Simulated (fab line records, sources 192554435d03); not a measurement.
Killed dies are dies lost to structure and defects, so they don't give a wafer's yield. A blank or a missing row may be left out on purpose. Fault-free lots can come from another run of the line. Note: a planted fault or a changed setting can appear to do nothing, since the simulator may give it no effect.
The same fault as seen by 2 desks -- flow n5_finfet -- only its own numbers are on each desk; what lay behind them is given at the end

== THE TOOL OWNER'S DESK: rie_diel-05 ==
The tool's own readings at N5_BEOL_M15_STRIP_36 (strips in O2): means of the sampled wafers that have a number, for each lot that ran on this tool. Any lot whose mean is over 4 standard deviations away from the usual mean is out of limits and marked OUT; that distance is given in the brackets.
Columns: A = chamber_pressure_mTorr at N5_BEOL_M15_STRIP_36, usual 30.00 mTorr; B = drypump_motor_current_A at N5_BEOL_M15_STRIP_36, usual 5.8 A; C = oes_product_au at N5_BEOL_M15_STRIP_36, usual 0.78 a.u.; D = rf_vpp_V at N5_BEOL_M15_STRIP_36, usual 3.7 V; E = showerhead_plenum_p_Torr at N5_BEOL_M15_STRIP_36, usual 2.10 Torr; F = throttle_valve_pct at N5_BEOL_M15_STRIP_36, usual 16.69 %
lot,first seen here,A,B,C,D,E,F
L670,day 11 06:04,29.98,5.6,0.76,3.6,2.12,16.73
L676,day 12 13:11,29.96,5.6,0.74,3.3,2.11,16.84
L677,day 12 13:38,30.03,6.1,0.75,3.0,2.06,16.83
This desk found nothing out of limits on any of the 3 lots.

== METROLOGY DESK ==
What the gauges read, lot by lot, whatever tool the lot ran on: means of the sampled wafers that have a number. Any lot whose mean is over 4 standard deviations away from the usual mean is out of limits and marked OUT; that distance is given in the brackets.
Columns: A = cd_nm at N5_BEOL_M15_CD_MEAS_17, usual 359.4 nm
lot,first seen here,A
L669,day 10 22:54,361.9
L670,day 11 04:42,359.2
L672,day 11 13:46,360.1
L676,day 12 08:08,360.6
L677,day 12 11:46,356.9
L681,day 15 20:05,360.5
L687,day 16 14:42,359.0
L685,day 17 14:41,361.9
L684,day 17 14:58,361.0
L680,day 18 11:22,358.1
L690,day 18 15:19,358.0
This desk found nothing out of limits on any of the 11 lots.

== BROUGHT TOGETHER ==
Nothing out of limits was seen by the tool owner's desk.
From the metrology desk's view, nothing was out of limits.

== WHAT THE SIMULATOR PUT IN ==
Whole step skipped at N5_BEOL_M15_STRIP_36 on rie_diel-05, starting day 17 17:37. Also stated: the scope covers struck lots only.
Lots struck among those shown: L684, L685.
